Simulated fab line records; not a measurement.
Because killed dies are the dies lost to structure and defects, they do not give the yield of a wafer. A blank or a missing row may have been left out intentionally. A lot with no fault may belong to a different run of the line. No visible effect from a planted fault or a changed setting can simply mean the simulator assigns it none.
fab line records || flow nand_harc || part 2 of 2: steps 28 to 42 of 42
record: {"lots": 5, "wafers": 15, "last_day": 33}
route steps=1302 shown A_BLC@1132 A_M0@1137 A_M1@1169
lots with no fault: from the same line, run without faults
start_h: hours from the record's opening day to when the first of the lot's shown wafers began || wait_h: time in hours since the lot's previous step || " the same as in the row above || L1.1+2: several wafers, shown together as one row || - no value present, or no start provided || * or withheld: withheld || < > ~ a bound
route shown NAME@n: NAME is a module with steps in the file, n the number in the route of the first one || usual: mean/standard deviation of fault-free wafers || same: alike in all rows || chamber/n: place in a boat || sites: per-site readings || _std_site: standard deviation of those values || _edge_site: the outer-site mean with the inner-site mean subtracted || radius_mm: for every site, how far away it sits from the centre of the wafer || mask NAME#n: copy n || behind: the most recent tool/chamber to have shaped the wafer || hold: why the lot was held/for how many hours/how that ended || device: the n, p or np transistor that did not switch || end of line: tests run on the same wafers once the route is complete || a step with no rows: only its recipe || killed: dies lost to structure and defects at the first sort, not the wafer's yield || map: a wafer's dies, x killed, . not, _ none there
set.NAME: the setting that was run; set.NAME@STEP: the one run at that earlier step || model.NAME: the simulator's own value behind a step, which no gauge read
lots at selected steps of the route; one table per step, one row per wafer
services: the hour from which a tool's chamber was out of use, counted from the record's first day as start_h (under 0 if before that day), plus the number of hours and why
== steps ==
step: NHARC_A_M0_ECD_22
recipe: {"target_thk_a": 4000, "bath_temp_c": 25, "material": "Cu"}
{"lot.wafer": "L081.4+3+6", "tool": "ecd_cu-02", "chamber": "1,0,0", "start_h": 584.65, "wait_h": "-"}
{"lot.wafer": "L086.1+4+3", "tool": "ecd_cu-02", "chamber": "0,1,0", "start_h": 621.95, "wait_h": "-"}
{"lot.wafer": "L085.1+2+4", "tool": "ecd_cu-02", "chamber": "1,0,0", "start_h": 627.94, "wait_h": "-"}
{"lot.wafer": "L093.2+1+3", "tool": "ecd_cu-01", "chamber": "0,1,0", "start_h": 704.50, "wait_h": "-"}
{"lot.wafer": "L097.2+1+6", "tool": "ecd_cu-02", "chamber": "1,0,1", "start_h": 750.66, "wait_h": "-"}
step: NHARC_A_M0_ANNEAL_30
recipe: {"temp_c": 225, "time_s": 90}
usual: {"wafer_temp_C_max": "226.0/0.38"}
{"lot.wafer": "L081.3", "tool": "rtp_anneal-02", "chamber": 0, "start_h": 585.03, "wait_h": "-", "wafer_temp_C_max": 225.8}
{"lot.wafer": "L081.4", "tool": "rtp_anneal-02", "chamber": 0, "start_h": 585.03, "wait_h": "-", "wafer_temp_C_max": 225.6}
{"lot.wafer": "L081.6", "tool": "rtp_anneal-02", "chamber": 0, "start_h": 585.03, "wait_h": "-", "wafer_temp_C_max": 225.5}
{"lot.wafer": "L086.1", "tool": "rtp_anneal-01", "chamber": 0, "start_h": 622.28, "wait_h": "-", "wafer_temp_C_max": 226.5}
{"lot.wafer": "L086.3", "tool": "rtp_anneal-01", "chamber": 0, "start_h": 622.28, "wait_h": "-", "wafer_temp_C_max": 226.5}
{"lot.wafer": "L086.4", "tool": "rtp_anneal-01", "chamber": 0, "start_h": 622.28, "wait_h": "-", "wafer_temp_C_max": 226.7}
{"lot.wafer": "L085.1", "tool": "rtp_anneal-01", "chamber": 0, "start_h": 628.31, "wait_h": "-", "wafer_temp_C_max": 226.2}
{"lot.wafer": "L085.2", "tool": "rtp_anneal-01", "chamber": 0, "start_h": 628.31, "wait_h": "-", "wafer_temp_C_max": 226.1}
{"lot.wafer": "L085.4", "tool": "rtp_anneal-01", "chamber": 0, "start_h": 628.31, "wait_h": "-", "wafer_temp_C_max": 226.1}
{"lot.wafer": "L093.1", "tool": "rtp_anneal-02", "chamber": 0, "start_h": 704.87, "wait_h": "-", "wafer_temp_C_max": 225.6}
{"lot.wafer": "L093.2", "tool": "rtp_anneal-02", "chamber": 0, "start_h": 704.87, "wait_h": "-", "wafer_temp_C_max": 225.5}
{"lot.wafer": "L093.3", "tool": "rtp_anneal-02", "chamber": 0, "start_h": 704.87, "wait_h": "-", "wafer_temp_C_max": 225.5}
{"lot.wafer": "L097.1", "tool": "rtp_anneal-01", "chamber": 0, "start_h": 751.39, "wait_h": 0.6, "wafer_temp_C_max": 226.0}
{"lot.wafer": "L097.2", "tool": "rtp_anneal-01", "chamber": 0, "start_h": 751.39, "wait_h": 0.6, "wafer_temp_C_max": 226.2}
{"lot.wafer": "L097.6", "tool": "rtp_anneal-01", "chamber": 0, "start_h": 751.39, "wait_h": 0.6, "wafer_temp_C_max": 225.8}
step: NHARC_A_M0_CMP_23
recipe: {"t_overpolish_s": 20, "target_thk_nm": 113.75}
usual: {"motor_current_A": "11.8/1.1", "slurry_filter_dp_kPa": "13.48/0.13", "slurry_flow_ml_min": "150.0/0.42", "time_to_endpoint_s": "28.9/2.3"}
{"lot.wafer": "L081.3", "tool": "cmp-01", "chamber": 1, "start_h": 585.30, "wait_h": "-", "motor_current_A": 12.3, "slurry_filter_dp_kPa": 13.37, "slurry_flow_ml_min": 150.0, "time_to_endpoint_s": 29.3}
{"lot.wafer": "L081.4", "tool": "cmp-01", "chamber": 3, "start_h": 585.30, "wait_h": "-", "motor_current_A": 11.2, "slurry_filter_dp_kPa": 13.35, "slurry_flow_ml_min": 150.1, "time_to_endpoint_s": 28.1}
{"lot.wafer": "L081.6", "tool": "cmp-01", "chamber": 0, "start_h": 585.30, "wait_h": "-", "motor_current_A": 12.9, "slurry_filter_dp_kPa": 13.48, "slurry_flow_ml_min": 149.9, "time_to_endpoint_s": 30.1}
{"lot.wafer": "L086.3", "tool": "cmp-01", "chamber": 0, "start_h": 622.63, "wait_h": "-", "motor_current_A": 13.0, "slurry_filter_dp_kPa": 13.55, "slurry_flow_ml_min": 150.3, "time_to_endpoint_s": 28.5}
{"lot.wafer": "L086.1", "tool": "cmp-01", "chamber": 1, "start_h": 622.63, "wait_h": "-", "motor_current_A": 11.4, "slurry_filter_dp_kPa": 13.76, "slurry_flow_ml_min": 149.9, "time_to_endpoint_s": 24.5}
{"lot.wafer": "L086.4", "tool": "cmp-01", "chamber": 3, "start_h": 622.63, "wait_h": "-", "motor_current_A": 10.8, "slurry_filter_dp_kPa": 13.47, "slurry_flow_ml_min": 150.2, "time_to_endpoint_s": 27.3}
{"lot.wafer": "L085.4", "tool": "cmp-01", "chamber": 0, "start_h": 628.66, "wait_h": "-", "motor_current_A": 13.4, "slurry_filter_dp_kPa": 13.42, "slurry_flow_ml_min": 149.5, "time_to_endpoint_s": 27.8}
{"lot.wafer": "L085.1", "tool": "cmp-01", "chamber": 2, "start_h": 628.66, "wait_h": "-", "motor_current_A": 10.2, "slurry_filter_dp_kPa": 13.45, "slurry_flow_ml_min": 150.7, "time_to_endpoint_s": 25.9}
{"lot.wafer": "L085.2", "tool": "cmp-01", "chamber": 3, "start_h": 628.66, "wait_h": "-", "motor_current_A": 10.9, "slurry_filter_dp_kPa": 13.45, "slurry_flow_ml_min": 150.3, "time_to_endpoint_s": 26.6}
{"lot.wafer": "L093.3", "tool": "cmp-04", "chamber": 2, "start_h": 705.21, "wait_h": "-", "motor_current_A": 11.4, "slurry_filter_dp_kPa": 13.62, "slurry_flow_ml_min": 150.3, "time_to_endpoint_s": 36.8}
{"lot.wafer": "L093.2", "tool": "cmp-04", "chamber": 3, "start_h": 705.21, "wait_h": "-", "motor_current_A": 11.6, "slurry_filter_dp_kPa": 13.55, "slurry_flow_ml_min": 149.9, "time_to_endpoint_s": 30.6}
{"lot.wafer": "L093.1", "tool": "cmp-04", "chamber": 0, "start_h": 705.21, "wait_h": "-", "motor_current_A": 11.7, "slurry_filter_dp_kPa": 13.70, "slurry_flow_ml_min": 149.4, "time_to_endpoint_s": 31.6}
{"lot.wafer": "L097.2", "tool": "cmp-04", "chamber": 2, "start_h": 751.76, "wait_h": "-", "motor_current_A": 11.9, "slurry_filter_dp_kPa": 13.32, "slurry_flow_ml_min": 150.1, "time_to_endpoint_s": 29.6}
{"lot.wafer": "L097.1", "tool": "cmp-04", "chamber": 3, "start_h": 751.76, "wait_h": "-", "motor_current_A": 11.5, "slurry_filter_dp_kPa": 13.31, "slurry_flow_ml_min": 150.7, "time_to_endpoint_s": 27.4}
{"lot.wafer": "L097.6", "tool": "cmp-04", "chamber": 2, "start_h": 751.76, "wait_h": "-", "motor_current_A": 11.8, "slurry_filter_dp_kPa": 13.57, "slurry_flow_ml_min": 150.2, "time_to_endpoint_s": 29.1}
step: NHARC_A_M0_THK_MEAS_24
recipe: {"thk_meas_gauge": "xrf"}
usual: {"thk_nm": "113.3/1.4"}
{"lot.wafer": "L081.3", "tool": "film_metro-02", "chamber": "-", "start_h": 585.59, "wait_h": "-", "thk_nm": 116.3}
{"lot.wafer": "L081.4", "tool": "film_metro-02", "chamber": "-", "start_h": 585.59, "wait_h": "-", "thk_nm": 111.1}
{"lot.wafer": "L081.6", "tool": "film_metro-02", "chamber": "-", "start_h": 585.59, "wait_h": "-", "thk_nm": 111.9}
{"lot.wafer": "L086.1", "tool": "film_metro-01", "chamber": "-", "start_h": 622.94, "wait_h": "-", "thk_nm": 113.4}
{"lot.wafer": "L086.3", "tool": "film_metro-01", "chamber": "-", "start_h": 622.94, "wait_h": "-", "thk_nm": 114.5}
{"lot.wafer": "L086.4", "tool": "film_metro-01", "chamber": "-", "start_h": 622.94, "wait_h": "-", "thk_nm": 112.0}
{"lot.wafer": "L085.1", "tool": "film_metro-01", "chamber": "-", "start_h": 628.97, "wait_h": "-", "thk_nm": 112.3}
{"lot.wafer": "L085.2", "tool": "film_metro-01", "chamber": "-", "start_h": 628.97, "wait_h": "-", "thk_nm": 112.6}
{"lot.wafer": "L085.4", "tool": "film_metro-01", "chamber": "-", "start_h": 628.97, "wait_h": "-", "thk_nm": 113.8}
{"lot.wafer": "L093.1", "tool": "film_metro-02", "chamber": "-", "start_h": 705.53, "wait_h": "-", "thk_nm": 113.7}
{"lot.wafer": "L093.2", "tool": "film_metro-02", "chamber": "-", "start_h": 705.53, "wait_h": "-", "thk_nm": 113.8}
{"lot.wafer": "L093.3", "tool": "film_metro-02", "chamber": "-", "start_h": 705.53, "wait_h": "-", "thk_nm": 117.4}
{"lot.wafer": "L097.1", "tool": "film_metro-02", "chamber": "-", "start_h": 752.05, "wait_h": "-", "thk_nm": 113.9}
{"lot.wafer": "L097.2", "tool": "film_metro-02", "chamber": "-", "start_h": 752.05, "wait_h": "-", "thk_nm": 115.5}
{"lot.wafer": "L097.6", "tool": "film_metro-02", "chamber": "-", "start_h": 752.05, "wait_h": "-", "thk_nm": 115.3}
step: NHARC_A_M0_SRD_25
{"lot.wafer": "L081.6+4+3", "tool": "wet_bench-10", "chamber": "2,3,5", "start_h": 585.63, "wait_h": 0.0}
{"lot.wafer": "L086.1+3+4", "tool": "wet_bench-08", "chamber": "4,5,0", "start_h": 622.98, "wait_h": 0.0}
{"lot.wafer": "L085.2+4+1", "tool": "wet_bench-10", "chamber": "3,4,0", "start_h": 629.01, "wait_h": 0.0}
{"lot.wafer": "L093.3+2+1", "tool": "wet_bench-08", "chamber": "5,6,7", "start_h": 705.57, "wait_h": 0.0}
{"lot.wafer": "L097.6+2+1", "tool": "wet_bench-10", "chamber": "3,5,6", "start_h": 752.10, "wait_h": 0.0}
step: NHARC_A_M0_INSPECT_27
usual: {"raw_defect_count": "513/130"}
{"lot.wafer": "L081.3", "tool": "defect_inspect-01", "chamber": "-", "start_h": 585.75, "wait_h": 0.0, "raw_defect_count": 432}
{"lot.wafer": "L081.4", "tool": "defect_inspect-01", "chamber": "-", "start_h": 585.75, "wait_h": 0.0, "raw_defect_count": 501}
{"lot.wafer": "L081.6", "tool": "defect_inspect-01", "chamber": "-", "start_h": 585.75, "wait_h": 0.0, "raw_defect_count": 565}
{"lot.wafer": "L086.1", "tool": "defect_inspect-02", "chamber": "-", "start_h": 623.10, "wait_h": 0.0, "raw_defect_count": 653}
{"lot.wafer": "L086.3", "tool": "defect_inspect-02", "chamber": "-", "start_h": 623.10, "wait_h": 0.0, "raw_defect_count": 484}
{"lot.wafer": "L086.4", "tool": "defect_inspect-02", "chamber": "-", "start_h": 623.10, "wait_h": 0.0, "raw_defect_count": 631}
{"lot.wafer": "L085.1", "tool": "defect_inspect-02", "chamber": "-", "start_h": 629.13, "wait_h": 0.0, "raw_defect_count": 410}
{"lot.wafer": "L085.2", "tool": "defect_inspect-02", "chamber": "-", "start_h": 629.13, "wait_h": 0.0, "raw_defect_count": 495}
{"lot.wafer": "L085.4", "tool": "defect_inspect-02", "chamber": "-", "start_h": 629.13, "wait_h": 0.0, "raw_defect_count": 437}
{"lot.wafer": "L093.1", "tool": "defect_inspect-01", "chamber": "-", "start_h": 705.68, "wait_h": 0.0, "raw_defect_count": 632}
{"lot.wafer": "L093.2", "tool": "defect_inspect-01", "chamber": "-", "start_h": 705.68, "wait_h": 0.0, "raw_defect_count": 672}
{"lot.wafer": "L093.3", "tool": "defect_inspect-01", "chamber": "-", "start_h": 705.68, "wait_h": 0.0, "raw_defect_count": 862}
{"lot.wafer": "L097.1", "tool": "defect_inspect-01", "chamber": "-", "start_h": 752.21, "wait_h": 0.0, "raw_defect_count": 395}
{"lot.wafer": "L097.2", "tool": "defect_inspect-01", "chamber": "-", "start_h": 752.21, "wait_h": 0.0, "raw_defect_count": 463}
{"lot.wafer": "L097.6", "tool": "defect_inspect-01", "chamber": "-", "start_h": 752.21, "wait_h": 0.0, "raw_defect_count": 528}
step: NHARC_A_M0_PRE_CLEAN_31
recipe: {"time_s": 12, "temp_c": 370, "rf_power_w": 300, "gas": "NH3"}
usual: {"heater_power_w": "623/64"}
{"lot.wafer": "L081.3", "tool": "pecvd-03", "chamber": 2, "start_h": 585.81, "wait_h": 0.1, "heater_power_w": 653}
{"lot.wafer": "L081.6", "tool": "pecvd-03", "chamber": 2, "start_h": 585.81, "wait_h": 0.1, "heater_power_w": 657}
{"lot.wafer": "L081.4", "tool": "pecvd-03", "chamber": 1, "start_h": 585.81, "wait_h": 0.1, "heater_power_w": 696}
{"lot.wafer": "L086.3", "tool": "pecvd-02", "chamber": 2, "start_h": 623.17, "wait_h": 0.1, "heater_power_w": 550}
{"lot.wafer": "L086.1", "tool": "pecvd-02", "chamber": 1, "start_h": 623.17, "wait_h": 0.1, "heater_power_w": 592}
{"lot.wafer": "L086.4", "tool": "pecvd-02", "chamber": 2, "start_h": 623.17, "wait_h": 0.1, "heater_power_w": 563}
{"lot.wafer": "L085.2", "tool": "pecvd-03", "chamber": 0, "start_h": 629.21, "wait_h": 0.1, "heater_power_w": 560}
{"lot.wafer": "L085.1", "tool": "pecvd-03", "chamber": 1, "start_h": 629.21, "wait_h": 0.1, "heater_power_w": 731}
{"lot.wafer": "L085.4", "tool": "pecvd-03", "chamber": 2, "start_h": 629.21, "wait_h": 0.1, "heater_power_w": 645}
{"lot.wafer": "L093.1", "tool": "pecvd-02", "chamber": 2, "start_h": 705.76, "wait_h": 0.1, "heater_power_w": 477}
{"lot.wafer": "L093.2", "tool": "pecvd-02", "chamber": 0, "start_h": 705.76, "wait_h": 0.1, "heater_power_w": 609}
{"lot.wafer": "L093.3", "tool": "pecvd-02", "chamber": 1, "start_h": 705.76, "wait_h": 0.1, "heater_power_w": 553}
{"lot.wafer": "L097.2", "tool": "pecvd-03", "chamber": 2, "start_h": 752.29, "wait_h": 0.1, "heater_power_w": 710}
{"lot.wafer": "L097.1", "tool": "pecvd-03", "chamber": 0, "start_h": 752.29, "wait_h": 0.1, "heater_power_w": 562}
{"lot.wafer": "L097.6", "tool": "pecvd-03", "chamber": 2, "start_h": 752.29, "wait_h": 0.1, "heater_power_w": 726}
step: NHARC_A_M0_DEP_32
recipe: {"target_thk_a": 300, "temp_c": 370, "target_thk_nm": 30, "pressure_torr": 3, "flow_sccm": 200, "rf_w": 450, "material": "SiCN"}
usual: {"heater_power_w": "575/61"}
{"lot.wafer": "L081.3", "tool": "pecvd-03", "chamber": 2, "start_h": 585.89, "wait_h": 0.1, "heater_power_w": 557}
{"lot.wafer": "L081.6", "tool": "pecvd-03", "chamber": 2, "start_h": 585.89, "wait_h": 0.1, "heater_power_w": 562}
{"lot.wafer": "L081.4", "tool": "pecvd-03", "chamber": 1, "start_h": 585.89, "wait_h": 0.1, "heater_power_w": 627}
{"lot.wafer": "L086.3", "tool": "pecvd-02", "chamber": 2, "start_h": 623.24, "wait_h": 0.1, "heater_power_w": 494}
{"lot.wafer": "L086.1", "tool": "pecvd-02", "chamber": 1, "start_h": 623.24, "wait_h": 0.1, "heater_power_w": 472}
{"lot.wafer": "L086.4", "tool": "pecvd-02", "chamber": 2, "start_h": 623.24, "wait_h": 0.1, "heater_power_w": 486}
{"lot.wafer": "L085.2", "tool": "pecvd-03", "chamber": 0, "start_h": 629.32, "wait_h": 0.1, "heater_power_w": 589}
{"lot.wafer": "L085.1", "tool": "pecvd-03", "chamber": 1, "start_h": 629.32, "wait_h": 0.1, "heater_power_w": 664}
{"lot.wafer": "L085.4", "tool": "pecvd-03", "chamber": 2, "start_h": 629.32, "wait_h": 0.1, "heater_power_w": 609}
{"lot.wafer": "L093.1", "tool": "pecvd-02", "chamber": 2, "start_h": 705.84, "wait_h": 0.1, "heater_power_w": 437}
{"lot.wafer": "L093.2", "tool": "pecvd-02", "chamber": 0, "start_h": 705.84, "wait_h": 0.1, "heater_power_w": 528}
{"lot.wafer": "L093.3", "tool": "pecvd-02", "chamber": 1, "start_h": 705.84, "wait_h": 0.1, "heater_power_w": 473}
{"lot.wafer": "L097.2", "tool": "pecvd-03", "chamber": 2, "start_h": 752.40, "wait_h": 0.1, "heater_power_w": 669}
{"lot.wafer": "L097.1", "tool": "pecvd-03", "chamber": 0, "start_h": 752.40, "wait_h": 0.1, "heater_power_w": 563}
{"lot.wafer": "L097.6", "tool": "pecvd-03", "chamber": 2, "start_h": 752.40, "wait_h": 0.1, "heater_power_w": 644}
step: NHARC_A_M1_DEP_00
recipe: {"target_thk_a": 1825, "target_thk_nm": 182.5, "temp_c": "withheld", "pressure_torr": 5, "flow_sccm": 200, "rf_w": 600, "material": "SiOC"}
{"lot.wafer": "L081.3+6+4", "tool": "pecvd-02", "chamber": "2,2,0", "start_h": 586.30, "wait_h": "-"}
{"lot.wafer": "L086.1+3+4", "tool": "pecvd-03", "chamber": "2,0,2", "start_h": 623.66, "wait_h": "-"}
{"lot.wafer": "L085.2+1+4", "tool": "pecvd-02", "chamber": "0,2,2", "start_h": 629.69, "wait_h": "-"}
{"lot.wafer": "L093.3+1+2", "tool": "pecvd-03", "chamber": "1,2,0", "start_h": 706.28, "wait_h": "-"}
{"lot.wafer": "L097.1+2+6", "tool": "pecvd-02", "chamber": "2,0,1", "start_h": 752.85, "wait_h": "-"}
step: NHARC_A_M1_DEHYDRATE_01
recipe: {"temp_c": 150, "time_s": 120}
{"lot.wafer": "L081.3+4+6", "tool": "litho_track-04", "chamber": 0, "start_h": 586.71, "wait_h": "-"}
{"lot.wafer": "L086.1+3+4", "tool": "litho_track-04", "chamber": 0, "start_h": 624.06, "wait_h": "-"}
{"lot.wafer": "L085.1+2+4", "tool": "litho_track-01", "chamber": 0, "start_h": 630.09, "wait_h": "-"}
{"lot.wafer": "L093.1+2+3", "tool": "litho_track-01", "chamber": 0, "start_h": 706.68, "wait_h": "-"}
{"lot.wafer": "L097.1+2+6", "tool": "litho_track-04", "chamber": 0, "start_h": 753.26, "wait_h": "-"}
step: NHARC_A_M1_HMDS_02
recipe: {"time_s": 30}
{"lot.wafer": "L081.3+4+6", "tool": "litho_track-04", "chamber": 0, "start_h": "-", "wait_h": "-"}
{"lot.wafer": "L086.1+3+4", "tool": "litho_track-04", "chamber": 0, "start_h": "-", "wait_h": "-"}
{"lot.wafer": "L085.1+2+4", "tool": "litho_track-01", "chamber": 0, "start_h": "-", "wait_h": "-"}
{"lot.wafer": "L093.1+2+3", "tool": "litho_track-01", "chamber": 0, "start_h": "-", "wait_h": "-"}
{"lot.wafer": "L097.1+2+6", "tool": "litho_track-04", "chamber": 0, "start_h": "-", "wait_h": "-"}
step: NHARC_A_M1_COAT_34
recipe: {"temp_c": 200, "time_s": 65}
{"lot.wafer": "L081.3+4+6", "tool": "litho_track-04", "chamber": 0, "start_h": "-", "wait_h": "-"}
{"lot.wafer": "L086.1+3+4", "tool": "litho_track-04", "chamber": 0, "start_h": "-", "wait_h": "-"}
{"lot.wafer": "L085.1+2+4", "tool": "litho_track-01", "chamber": 0, "start_h": "-", "wait_h": "-"}
{"lot.wafer": "L093.1+2+3", "tool": "litho_track-01", "chamber": 0, "start_h": "-", "wait_h": "-"}
{"lot.wafer": "L097.1+2+6", "tool": "litho_track-04", "chamber": 0, "start_h": "-", "wait_h": "-"}
step: NHARC_A_M1_COAT_03
recipe: {"spin_rpm": 1500, "resist_thk_nm": 90}
{"lot.wafer": "L081.3+4+6", "tool": "litho_track-04", "chamber": 0, "start_h": "-", "wait_h": "-"}
{"lot.wafer": "L086.1+3+4", "tool": "litho_track-04", "chamber": 0, "start_h": "-", "wait_h": "-"}
{"lot.wafer": "L085.1+2+4", "tool": "litho_track-01", "chamber": 0, "start_h": "-", "wait_h": "-"}
{"lot.wafer": "L093.1+2+3", "tool": "litho_track-01", "chamber": 0, "start_h": "-", "wait_h": "-"}
{"lot.wafer": "L097.1+2+6", "tool": "litho_track-04", "chamber": 0, "start_h": "-", "wait_h": "-"}
step: NHARC_A_M1_SOFTBAKE_04
recipe: {"temp_c": 105, "time_s": 55}
{"lot.wafer": "L081.3+4+6", "tool": "litho_track-04", "chamber": 0, "start_h": "-", "wait_h": "-"}
{"lot.wafer": "L086.1+3+4", "tool": "litho_track-04", "chamber": 0, "start_h": "-", "wait_h": "-"}
{"lot.wafer": "L085.1+2+4", "tool": "litho_track-01", "chamber": 0, "start_h": "-", "wait_h": "-"}
{"lot.wafer": "L093.1+2+3", "tool": "litho_track-01", "chamber": 0, "start_h": "-", "wait_h": "-"}
{"lot.wafer": "L097.1+2+6", "tool": "litho_track-04", "chamber": 0, "start_h": "-", "wait_h": "-"}
step: NHARC_A_M1_EBR_05
{"lot.wafer": "L081.3+4+6", "tool": "litho_track-04", "chamber": 0, "start_h": "-", "wait_h": "-"}
{"lot.wafer": "L086.1+3+4", "tool": "litho_track-04", "chamber": 0, "start_h": "-", "wait_h": "-"}
{"lot.wafer": "L085.1+2+4", "tool": "litho_track-01", "chamber": 0, "start_h": "-", "wait_h": "-"}
{"lot.wafer": "L093.1+2+3", "tool": "litho_track-01", "chamber": 0, "start_h": "-", "wait_h": "-"}
{"lot.wafer": "L097.1+2+6", "tool": "litho_track-04", "chamber": 0, "start_h": "-", "wait_h": "-"}
== services ==
{"tool": "pvd_sputter-03", "chamber": "-", "start_h": 558.79, "hours": 1.7, "kind": "repair"}
{"tool": "rie_diel-02", "chamber": "-", "start_h": 570.70, "hours": 9.0, "kind": "pm"}
{"tool": "cmp-01", "chamber": "-", "start_h": 577.50, "hours": 4.0, "kind": "pm"}
{"tool": "pvd_sputter-01", "chamber": "-", "start_h": 582.00, "hours": 10.0, "kind": "pm"}
{"tool": "pecvd-02", "chamber": "-", "start_h": 591.61, "hours": 13.0, "kind": "pm"}
{"tool": "pvd_sputter-03", "chamber": "-", "start_h": 599.04, "hours": 1.9, "kind": "repair"}
{"tool": "cmp-01", "chamber": "-", "start_h": 606.63, "hours": 3.8, "kind": "repair"}
{"tool": "cvd_w-02", "chamber": "-", "start_h": 631.48, "hours": 13.0, "kind": "pm"}
{"tool": "pecvd-02", "chamber": 2, "start_h": 634.22, "hours": 9.0, "kind": "repair"}
{"tool": "rie_diel-02", "chamber": 1, "start_h": 651.74, "hours": 7.4, "kind": "repair"}
{"tool": "pvd_sputter-03", "chamber": "-", "start_h": 656.29, "hours": 9.2, "kind": "repair"}
{"tool": "cmp-01", "chamber": "-", "start_h": 675.50, "hours": 4.0, "kind": "pm"}
{"tool": "litho_track-01", "chamber": "-", "start_h": 680.00, "hours": 7.0, "kind": "pm"}
{"tool": "rie_diel-13", "chamber": "-", "start_h": 696.00, "hours": 9.0, "kind": "pm"}
{"tool": "pecvd-03", "chamber": 1, "start_h": 697.70, "hours": 5.4, "kind": "repair"}
{"tool": "litho_track-06", "chamber": "-", "start_h": 704.00, "hours": 7.0, "kind": "pm"}
{"tool": "pvd_sputter-03", "chamber": "-", "start_h": 711.81, "hours": 10.0, "kind": "pm"}
{"tool": "rie_diel-13", "chamber": 1, "start_h": 712.03, "hours": 11.7, "kind": "repair"}
{"tool": "litho_track-04", "chamber": "-", "start_h": 728.00, "hours": 7.0, "kind": "pm"}
{"tool": "pecvd-03", "chamber": "-", "start_h": 728.18, "hours": 13.0, "kind": "pm"}
{"tool": "cmp-01", "chamber": "-", "start_h": 730.48, "hours": 1.1, "kind": "repair"}
{"tool": "pvd_sputter-03", "chamber": "-", "start_h": 731.03, "hours": 3.7, "kind": "repair"}
{"tool": "pvd_sputter-03", "chamber": "-", "start_h": 740.45, "hours": 4.4, "kind": "repair"}
{"tool": "rie_diel-02", "chamber": "-", "start_h": 747.70, "hours": 9.0, "kind": "pm"}
